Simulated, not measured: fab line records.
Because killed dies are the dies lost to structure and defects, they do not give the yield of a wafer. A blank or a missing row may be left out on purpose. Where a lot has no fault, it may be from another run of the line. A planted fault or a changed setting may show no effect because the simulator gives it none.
Which tool did it? | flow n5Finfet | 72 wafers from 24 lots sampled at 6 of the route's 1938 steps

WHAT THE GAUGES READ, wafer by wafer
N5_BEOL_M0_CUTY_CD_MEAS_57: target cd 200 nm.
lot  | measured     | on       | cdNm (nm)
L074 | day 5 21:39  | cdSem-03 | 199.2 200.2 200.2
L075 | day 5 23:39  | cdSem-02 | 199.8 200.2 200.5
L076 | day 6 04:57  | cdSem-03 | 198.0 198.6 197.6
L077 | day 6 11:53  | cdSem-03 | 198.9 198.4 198.5
L078 | day 6 22:20  | cdSem-03 | 200.7 200.0 198.1
L079 | day 7 00:34  | cdSem-01 | 200.5 200.7 199.8
L080 | day 7 09:44  | cdSem-02 | 200.9 201.7 203.0
L081 | day 7 13:13  | cdSem-02 | 201.2 199.3 199.9
L082 | day 7 21:43  | cdSem-02 | 199.4 199.5 198.4
L083 | day 8 00:20  | cdSem-01 | 200.0 198.6 200.4
L084 | day 8 04:19  | cdSem-03 | 199.8 200.2 198.1
L085 | day 8 11:56  | cdSem-02 | 200.5 201.1 199.2
L086 | day 8 18:17  | cdSem-01 | 200.8 200.0 199.5
L087 | day 9 00:23  | cdSem-02 | 200.5 201.4 200.2
L088 | day 9 04:53  | cdSem-01 | 200.8 201.5 201.1
L089 | day 9 12:13  | cdSem-03 | 199.6 199.1 199.8
L090 | day 9 17:47  | cdSem-02 | 200.1 200.1 200.4
L091 | day 9 21:20  | cdSem-03 | 202.7 201.8 201.9
L092 | day 11 03:31 | cdSem-03 | 200.5 201.0 200.7
L093 | day 11 03:44 | cdSem-01 | 200.5 202.9 202.8
L094 | day 11 04:01 | cdSem-01 | 199.9 202.5 200.5
L095 | day 11 04:20 | cdSem-03 | 201.0 199.6 200.9
L096 | day 11 08:06 | cdSem-02 | 200.6 199.7 200.3
L097 | day 11 16:11 | cdSem-01 | 200.7 199.4 201.9

N5_BEOL_M0_RS_MEAS_126: measurement is done with a four-point probe.
lot  | measured     | on           | M0_RS (ohm/sq)
L074 | day 6 03:04  | filmMetro-01 | 0.546 0.562 0.568
L075 | day 6 06:47  | filmMetro-02 | 0.524 0.558 0.548
L076 | day 6 08:21  | filmMetro-01 | 0.601 0.551 0.546
L077 | day 6 18:04  | filmMetro-02 | 0.563 0.574 0.541
L078 | day 7 03:47  | filmMetro-02 | 0.520 0.563 0.509
L079 | day 7 07:23  | filmMetro-01 | 0.586 0.540 0.550
L080 | day 7 15:26  | filmMetro-01 | 0.543 0.593 0.545
L081 | day 7 20:44  | filmMetro-01 | 0.519 0.519 0.539
L082 | day 8 04:25  | filmMetro-01 | 0.531 0.513 0.545
L083 | day 8 07:08  | filmMetro-01 | 0.527 0.543 0.535
L084 | day 8 10:36  | filmMetro-01 | 0.539 0.581 0.567
L085 | day 8 17:05  | filmMetro-02 | 0.530 0.589 0.490
L086 | day 9 05:27  | filmMetro-02 | 0.568 0.532 0.534
L087 | day 9 05:38  | filmMetro-02 | 0.531 0.551 0.549
L088 | day 9 11:59  | filmMetro-01 | 0.525 0.578 0.518
L089 | day 9 17:23  | filmMetro-02 | 0.559 0.483 0.505
L090 | day 10 00:01 | filmMetro-01 | 0.526 0.575 0.517
L091 | day 10 04:02 | filmMetro-01 | 0.567 0.546 0.544
L092 | day 11 08:41 | filmMetro-02 | 0.574 0.542 0.527
L093 | day 11 08:36 | filmMetro-02 | 0.553 0.517 0.505
L094 | day 11 10:53 | filmMetro-02 | 0.529 0.527 0.527
L095 | day 11 12:09 | filmMetro-02 | 0.553 0.527 0.516
L096 | day 11 12:16 | filmMetro-02 | 0.517 0.555 0.523
L097 | day 12 02:13 | filmMetro-02 | 0.510 0.536 0.511

N5_BEOL_M1_THK_MEAS_01.
lot  | measured     | on           | M1_ILD_THK (nm)
L074 | day 6 03:11  | filmMetro-01 | 79.7 79.4 80.7
L075 | day 6 06:55  | filmMetro-02 | 77.9 78.3 79.0
L076 | day 6 08:29  | filmMetro-01 | 78.4 78.2 80.4
L077 | day 6 18:12  | filmMetro-01 | 79.7 78.2 79.5
L078 | day 7 03:55  | filmMetro-02 | 77.3 77.8 80.2
L079 | day 7 07:31  | filmMetro-01 | 79.2 78.0 79.2
L080 | day 7 15:34  | filmMetro-01 | 76.9 77.6 79.0
L081 | day 7 20:52  | filmMetro-02 | 77.3 77.5 78.1
L082 | day 8 04:33  | filmMetro-02 | 78.2 78.0 77.0
L083 | day 8 07:16  | filmMetro-01 | 77.7 79.1 79.6
L084 | day 8 10:44  | filmMetro-01 | 78.3 78.4 79.5
L085 | day 8 17:13  | filmMetro-01 | 78.4 78.7 79.2
L086 | day 9 05:35  | filmMetro-02 | 78.4 78.2 79.1
L087 | day 9 05:46  | filmMetro-01 | 79.9 79.9 79.8
L088 | day 9 12:07  | filmMetro-01 | 77.3 78.2 79.2
L089 | day 9 17:32  | filmMetro-01 | 77.5 78.0 77.3
L090 | day 10 00:09 | filmMetro-02 | 78.7 77.6 79.8
L091 | day 10 04:11 | filmMetro-02 | 77.6 79.2 79.1
L092 | day 11 08:49 | filmMetro-02 | 78.2 78.6 78.8
L093 | day 11 08:44 | filmMetro-02 | 77.4 78.1 78.3
L094 | day 11 11:01 | filmMetro-01 | 79.2 79.4 79.8
L095 | day 11 12:17 | filmMetro-01 | 77.5 77.7 78.7
L096 | day 11 12:24 | filmMetro-01 | 79.1 78.3 79.6
L097 | day 12 02:20 | filmMetro-01 | 77.5 78.5 78.5

WHICH TOOL RAN EACH LOT (tool, then ch and the chambers of the sampled wafers, then the start)
lot  | N5_BEOL_M0_CUTY_ETCH_62           | N5_BEOL_M0_DEGAS_112        | N5_BEOL_M0_CMP_120
L074 | rieDiel-04 ch 0,2, day 5 21:59    | pvdSputter-02, day 5 23:23  | cmp-04 ch 1,2,3, day 6 02:32
L075 | rieDiel-04 ch 1,3, day 5 23:47    | pvdSputter-02, day 6 03:29  | cmp-04 ch 1,2,3, day 6 06:10
L076 | rieDiel-06 ch 0,2,3, day 6 05:05  | pvdSputter-01, day 6 06:16  | cmp-02 ch 2,3, day 6 07:47
L077 | rieDiel-06 ch 0,2,3, day 6 12:01  | pvdSputter-01, day 6 15:58  | cmp-04 ch 0,2, day 6 17:31
L078 | rieDiel-06 ch 0,2, day 6 22:28    | pvdSputter-03, day 7 00:22  | cmp-04 ch 1,3, day 7 03:04
L079 | rieDiel-06 ch 0,1,2, day 7 00:41  | pvdSputter-01, day 7 05:28  | cmp-04 ch 0,1,3, day 7 06:49
L080 | rieDiel-04 ch 0,2,3, day 7 09:52  | pvdSputter-03, day 7 12:27  | cmp-02 ch 2,3, day 7 14:53
L081 | rieDiel-06 ch 2,3, day 7 13:20    | pvdSputter-01, day 7 18:06  | cmp-03 ch 0,1,3, day 7 20:11
L082 | rieDiel-05 ch 0,1,2, day 7 22:03  | pvdSputter-03, day 8 02:23  | cmp-03 ch 0,1,3, day 8 03:52
L083 | rieDiel-04 ch 0,1, day 8 00:27    | pvdSputter-03, day 8 03:11  | cmp-04 ch 0,3, day 8 06:31
L084 | rieDiel-06 ch 0,2,3, day 8 04:26  | pvdSputter-03, day 8 08:32  | cmp-02 ch 2,3, day 8 10:02
L085 | rieDiel-05 ch 2,3, day 8 12:04    | pvdSputter-01, day 8 15:01  | cmp-02 ch 1,3, day 8 16:29
L086 | rieDiel-04 ch 1,2,3, day 8 18:24  | pvdSputter-01, day 9 03:17  | cmp-03 ch 1,2,3, day 9 04:50
L087 | rieDiel-05 ch 1,3, day 9 00:31    | pvdSputter-03, day 9 03:26  | cmp-02 ch 2,3, day 9 05:05
L088 | rieDiel-05 ch 1,2,3, day 9 05:36  | pvdSputter-03, day 9 08:26  | cmp-02 ch 2,3, day 9 11:28
L089 | rieDiel-05 ch 1,2,3, day 9 12:21  | pvdSputter-01, day 9 15:17  | cmp-02 ch 0,1,2, day 9 16:56
L090 | rieDiel-06 ch 2,3, day 9 17:55    | pvdSputter-03, day 9 21:38  | cmp-04 ch 0,3, day 9 23:31
L091 | rieDiel-05 ch 1,2,3, day 9 21:29  | pvdSputter-02, day 10 01:45 | cmp-04 ch 1,2,3, day 10 03:28
L092 | rieDiel-04 ch 2,3, day 11 03:38   | pvdSputter-01, day 11 06:34 | cmp-04 ch 0,1,2, day 11 08:11
L093 | rieDiel-06 ch 0,1,2, day 11 03:51 | pvdSputter-01, day 11 06:38 | cmp-03 ch 1,2, day 11 08:05
L094 | rieDiel-06 ch 0,1, day 11 04:15   | pvdSputter-01, day 11 08:32 | cmp-04 ch 1,2, day 11 10:19
L095 | rieDiel-05 ch 0,1,2, day 11 04:49 | pvdSputter-03, day 11 10:15 | cmp-04 ch 0,1,3, day 11 11:35
L096 | rieDiel-05 ch 0,1,2, day 11 08:14 | pvdSputter-01, day 11 10:18 | cmp-03 ch 1,2,3, day 11 11:43
L097 | rieDiel-05 ch 0,2, day 11 16:18   | pvdSputter-02, day 11 20:17 | cmp-03 ch 0,1, day 12 01:28
- N5_BEOL_M0_CUTY_ETCH_62: etches SiARC in CF4, time 58.5 s.
- N5_BEOL_M0_DEGAS_112: time 60 s.
- N5_BEOL_M0_CMP_120: polishes, stops on SiOC, t overpolish 6.9 s.

WHAT THE TOOLS THEMSELVES READ (means of the sampled wafers that have a number; where no wafer has one, the mark that the record gives instead)
N5_BEOL_M0_CUTY_ETCH_62.
lot  | tool       | drypumpMotorCurrentA (A) | etchRfOnTimeS (s) | oesProductAu (a.u.) | rfVppV (V) | showerheadPlenumPTorr (Torr) | throttleValvePct (%)
L074 | rieDiel-04 | 6.0                      | 60.2              | 0.59                | 184.8      | 2.14                         | 15.77
L075 | rieDiel-04 | 6.1                      | 57.6              | 0.66                | 184.3      | 2.12                         | 15.95
L076 | rieDiel-06 | 5.8                      | 58.8              | 0.66                | 184.3      | 2.19                         | 15.66
L077 | rieDiel-06 | 5.7                      | 58.6              | 0.66                | 184.5      | 2.19                         | 15.68
L078 | rieDiel-06 | 5.8                      | 58.3              | 0.63                | 184.6      | 2.17                         | 15.85
L079 | rieDiel-06 | 5.4                      | 58.7              | 0.63                | 183.8      | 2.17                         | 15.76
L080 | rieDiel-04 | 6.2                      | 59.4              | 0.62                | 183.6      | 2.13                         | 15.79
L081 | rieDiel-06 | 5.4                      | 59.2              | 0.68                | 184.0      | 2.25                         | 15.51
L082 | rieDiel-05 | 5.1                      | 57.9              | 0.64                | 182.9      | 2.07                         | 15.69
L083 | rieDiel-04 | 6.4                      | 58.1              | 0.62                | 185.4      | 2.21                         | 15.87
L084 | rieDiel-06 | 5.7                      | 59.1              | 0.65                | 184.6      | 2.18                         | 15.70
L085 | rieDiel-05 | 5.6                      | 57.5              | 0.76                | 183.9      | 2.16                         | 15.21
L086 | rieDiel-04 | 5.9                      | 59.8              | 0.69                | 184.1      | 2.12                         | 15.84
L087 | rieDiel-05 | 5.6                      | 56.1              | 0.83                | 185.3      | 2.23                         | 15.46
L088 | rieDiel-05 | 5.6                      | 56.9              | 0.78                | 184.8      | 2.20                         | 15.34
L089 | rieDiel-05 | 5.6                      | 56.9              | 0.78                | 185.6      | 2.19                         | 15.35
L090 | rieDiel-06 | 5.6                      | 58.9              | 0.67                | 185.1      | 2.19                         | 15.57
L091 | rieDiel-05 | 5.6                      | 57.0              | 0.78                | 184.2      | 2.19                         | 15.35
L092 | rieDiel-04 | 6.0                      | 59.8              | 0.68                | 182.8      | 2.07                         | 15.75
L093 | rieDiel-06 | 5.4                      | 58.0              | 0.70                | 184.4      | 2.16                         | 15.65
L094 | rieDiel-06 | 5.3                      | 58.0              | 0.67                | 183.3      | 2.11                         | 15.75
L095 | rieDiel-05 | 5.1                      | 55.8              | 0.78                | 185.3      | 2.23                         | 15.41
L096 | rieDiel-05 | 5.1                      | 56.0              | 0.79                | 185.7      | 2.23                         | 15.41
L097 | rieDiel-05 | 5.1                      | 56.9              | 0.75                | 185.4      | 2.19                         | 15.30

N5_BEOL_M0_DEGAS_112.
lot  | tool          | heaterPowerW (W) | susceptorTempC (C)
L074 | pvdSputter-02 | 361              | 250.08
L075 | pvdSputter-02 | 337              | 250.11
L076 | pvdSputter-01 | 353              | 249.85
L077 | pvdSputter-01 | 330              | 249.96
L078 | pvdSputter-03 | 348              | 250.00
L079 | pvdSputter-01 | 342              | 249.83
L080 | pvdSputter-03 | 348              | 249.86
L081 | pvdSputter-01 | 341              | 249.96
L082 | pvdSputter-03 | 369              | 249.92
L083 | pvdSputter-03 | 354              | 250.16
L084 | pvdSputter-03 | 385              | 250.04
L085 | pvdSputter-01 | 341              | 250.11
L086 | pvdSputter-01 | 342              | 249.90
L087 | pvdSputter-03 | 319              | 249.98
L088 | pvdSputter-03 | 328              | 250.12
L089 | pvdSputter-01 | 359              | 249.85
L090 | pvdSputter-03 | 372              | 249.98
L091 | pvdSputter-02 | 371              | 250.18
L092 | pvdSputter-01 | 332              | 250.05
L093 | pvdSputter-01 | 328              | 249.97
L094 | pvdSputter-01 | 327              | 250.05
L095 | pvdSputter-03 | 320              | 250.04
L096 | pvdSputter-01 | 342              | 250.10
L097 | pvdSputter-02 | 396              | 250.28

N5_BEOL_M0_CMP_120.
lot  | tool   | barrierFieldEndpointS (s) | clearingPlatenDownForcePsi (psi) | motorCurrentA (A) | overpolishRunS (s) | padLifeWafers | platenRpm (rpm) | timeToEndpointS (s)
L074 | cmp-04 | 3.66                      | 1.502                            | 6.6               | 6.902              | 758           | 50.03           | 60
L075 | cmp-04 | 3.67                      | 1.503                            | 6.5               | 6.895              | 787           | 50.01           | 61
L076 | cmp-02 | 3.70                      | 1.500                            | 5.4               | 6.905              | 1044          | 50.02           | 63
L077 | cmp-04 | 3.49                      | 1.500                            | 6.0               | 6.900              | 907           | 50.00           | 58
L078 | cmp-04 | 3.62                      | 1.497                            | 6.5               | 6.897              | 1003          | 50.03           | 64
L079 | cmp-04 | 3.75                      | 1.500                            | 6.2               | 6.897              | 1028          | 49.97           | 63
L080 | cmp-02 | 3.90                      | 1.499                            | 5.7               | 6.897              | 1344          | 49.98           | 62
L081 | cmp-03 | 3.72                      | 1.498                            | 6.0               | 6.907              | 1861          | 50.01           | 64
L082 | cmp-03 | 3.71                      | 1.500                            | 5.7               | 6.891              | 1921          | 50.00           | 63
L083 | cmp-04 | 3.54                      | 1.501                            | 5.6               | 6.891              | 1224          | 50.00           | 58
L084 | cmp-02 | 3.61                      | 1.501                            | 5.7               | 6.895              | 1488          | 50.01           | 59
L085 | cmp-02 | 3.84                      | 1.501                            | 6.1               | 6.895              | 1543          | 50.03           | 66
L086 | cmp-03 | 3.72                      | 1.499                            | 5.4               | 6.899              | 2096          | 50.01           | 64
L087 | cmp-02 | 3.56                      | 1.498                            | 5.8               | 6.899              | 1632          | 50.00           | 58
L088 | cmp-02 | 3.64                      | 1.498                            | 5.6               | 6.896              | 1694          | 49.97           | 60
L089 | cmp-02 | 3.60                      | 1.498                            | 5.5               | 6.902              | 1749          | 50.00           | 63
L090 | cmp-04 | 3.59                      | 1.500                            | 5.9               | 6.908              | 1556          | 49.99           | 61
L091 | cmp-04 | 3.67                      | 1.503                            | 6.6               | 6.908              | 1585          | 50.00           | 65
L092 | cmp-04 | 3.60                      | 1.500                            | 6.2               | 6.908              | 1808          | 50.04           | 61
L093 | cmp-03 | 3.48                      | 1.500                            | 5.6               | 6.899              | 206           | 49.98           | 63
L094 | cmp-04 | 3.76                      | 1.499                            | 6.9               | 6.904              | 1830          | 50.02           | 64
L095 | cmp-04 | 3.86                      | 1.501                            | 6.1               | 6.893              | 1850          | 50.01           | 64
L096 | cmp-03 | 3.84                      | 1.500                            | 5.4               | 6.899              | 248           | 50.01           | 63
L097 | cmp-03 | 3.58                      | 1.501                            | 5.9               | 6.898              | 361           | 50.04           | 62

THE ANSWER, worked out from the rows above alone
Rule: the lots themselves supply what counts as usual. The widest of any qualifying gaps counts: lots, ordered by their means at a reading, are off when they make up no more than a third of the lots, leave a main group of 4 or more, and stand apart from it by 3 or more times the standard deviation of that group's means. If all means in a main group match to the digits the tables above print for the reading, that group is not used. A lot without any number at a reading at which 4 lots or more have one is off too. Where the step has rows for the other lots, those lots are counted as sound. The gauges are gone through in route order, then the tools' own readings, and for those a lot's mean is taken as printed above. At the first step where some lot is off, the reading lying furthest off is the one used; lots without a number count as furthest.
None of the lots is off at any reading shown; this tells nothing.

WHAT THE SIMULATOR HAD PUT IN
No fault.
